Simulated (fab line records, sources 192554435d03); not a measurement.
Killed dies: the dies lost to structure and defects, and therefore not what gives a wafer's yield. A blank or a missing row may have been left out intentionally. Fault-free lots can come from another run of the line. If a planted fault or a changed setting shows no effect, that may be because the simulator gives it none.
Struck lot and sound lot, side by side    flow n5 finfet    19 steps out of a route of 1938
Sound: wafers L754.4, L754.5, L754.6. Struck: wafers L767.4, L767.5, L767.6. At the end, the cause is stated.
Order at every step that has rows: each side's tool, ch and its chambers, its first start. Under that, the readings that differ: sound wafers    struck wafers    difference of the means    sigmas: that difference in standard deviations of wafers without a fault.
alike: readings with means less than 2 such deviations apart, plus words and numbers identical on both sides. not compared: withheld readings, readings lacking a value on some wafer, bounds such as >300 that could conceal the same value, and numbers that have no deviation in the record and whose values overlap.
The two part at a step that has a row with sigmas, a row that says differs or no value, or rows on one side only. When numbers do not overlap yet have no deviation, they are printed without sigmas and do not part them. A reading missing from all wafers of one side parts the sides only when that side holds two or more wafers.

first, 8 steps without rows for these wafers: N5_BEOL_M4_COAT_68 (time 60 s, resist thk 12 nm); N5_BEOL_M4_COAT_76 (time 60 s, resist thk 5 nm); N5_BEOL_M4_COAT_22 (resist thk 30 nm); N5_BEOL_M4_EBR_24; N5_BEOL_M4_SOFTBAKE_23 (time 60 s); N5_BEOL_M4_EXPOSE_25 (exposes mask V3, defocus 5 nm); N5_BEOL_M4_PEB_26 (peb time 60 s); N5_BEOL_M4_DEVELOP_27 (develop time 30 s).
N5_BEOL_M4_CD_MEAS_28: target cd 26.2 nm, target cd y 24.1 nm.
  sound on cd sem-01 ch 0, day 8 08:15; struck on cd sem-02 ch 0, day 11 18:07
  alike: cd nm
N5_BEOL_M4_OVL_MEAS_29:
  sound on overlay-02 ch 0, day 8 08:17; struck on overlay-01 ch 0, day 11 18:10
  alike: V3_OVL
N5_BEOL_M4_INSPECT_30: inspects for defects (brightfield).
  sound on defect inspect-01 at day 8 08:20; struck on defect inspect-02 at day 11 18:13
  alike: raw defect count
N5_BEOL_M4_DESCUM_33: chemistry O2, time 7 s.
  sound on rie diel-04 ch 1,2, day 8 08:22; struck on rie diel-06 ch 1,2, day 11 18:40
  alike: drypump motor current A, oes product au, rf vpp V, showerhead plenum p Torr, throttle valve pct
  not compared: rf hours counter h
N5_BEOL_M4_ETCH_77: etches underlayer in N2/H2, target depth 6.5 nm, time 5.2 s.
  sound on rie diel-04 ch 1,2, day 8 08:24; struck on rie diel-06 ch 1,2, day 11 18:43
  no value came back on the struck wafers for any of 8 readings (bias w (W), chamber pressure mTorr (mTorr) and others); on the sound wafers bias w (W) reads 150.1 151.2 151.5
reading                                       sound           struck    difference  sigmas
model.CAR-EUV_of_BEOL_M4_COAT_22.thk nm (nm)  20.2 20.4 20.4  26 26 26  +6          
  not compared: rf hours counter h
N5_BEOL_M4_ETCH_69: etches SiARC in CF4, target depth 15.6 nm, time 26 s.
  sound on rie diel-04 ch 1,2, day 8 08:25; struck on rie diel-06 ch 1,2, day 11 18:43
  alike: bias w, cf4 flow sccm, drypump motor current A, etch rf on time s, oes product au, rf vpp V, showerhead plenum p Torr, throttle valve pct
  not compared: rf hours counter h
N5_BEOL_M4_ALD_98: deposits SiO2, target thk 2.5 nm, pulse time 1 s, co reactant pulse time 1 s.
  sound on ald sin-01 ch 0,1, day 8 08:40; struck on ald sin-04 ch 0,2,3, day 11 18:53
  alike: heater power w, precursor pulse height rel
N5_BEOL_M4_ETCHBACK_99: etches SiO2 in CHF3, target depth 5 nm, time 10.4 s.
  sound on rie diel-04 ch 0,1,2, day 8 13:46; struck on rie diel-04 ch 0,1,3, day 11 23:25
reading                                       sound           struck      difference  sigmas
model.CAR-EUV_of_BEOL_M4_COAT_22.thk nm (nm)  10.4 10.4 10.4  16 16 16.2  +6          
  alike: drypump motor current A, oes_ar_750_au, oes product au, rf vpp V, showerhead plenum p Torr, throttle valve pct
  not compared: rf hours counter h
N5_BEOL_M4_ETCH_70: etches SOC in N2/H2, target depth 80 nm, overetch 24 nm, time 130 s.
  sound on rie diel-04 ch 0,1,2, day 8 13:47; struck on rie diel-04 ch 0,1,3, day 11 23:28
  alike: bias w, chamber pressure mTorr, drypump motor current A, oes product au, rf vpp V, showerhead plenum p Torr, throttle valve pct
  not compared: rf hours counter h
N5_BEOL_M4_RC_MEAS_101:
  sound on prober-02 ch 0, day 8 19:16; struck on prober-02 ch 0, day 12 04:21
reading    sound           struck          difference  sigmas
VT_P (mV)  -256 -258 -254  -247 -247 -249  +8          +2
  alike: DIBL_N, DIBL_P, IOFF_N, IOFF_P, ION_N, ION_P, SS_N, SS_P, VT_N
-- the record jumps here: 5 days lie between the struck wafers' starts before and after (it left off in module BEOL_M4 and takes up again in module PASSIVATION, whose first step shown is number 1936 of the route) --
N5_PASSIVATION_PROBE_49:
  the record has rows for the struck wafers here (prober-01, day 16 22:04) and none for the sound ones

## WHERE THEY PART
Last at N5_PASSIVATION_PROBE_49 as far as this record goes, first at N5_BEOL_M4_ETCH_77.

WHY: the cause the simulator had injected
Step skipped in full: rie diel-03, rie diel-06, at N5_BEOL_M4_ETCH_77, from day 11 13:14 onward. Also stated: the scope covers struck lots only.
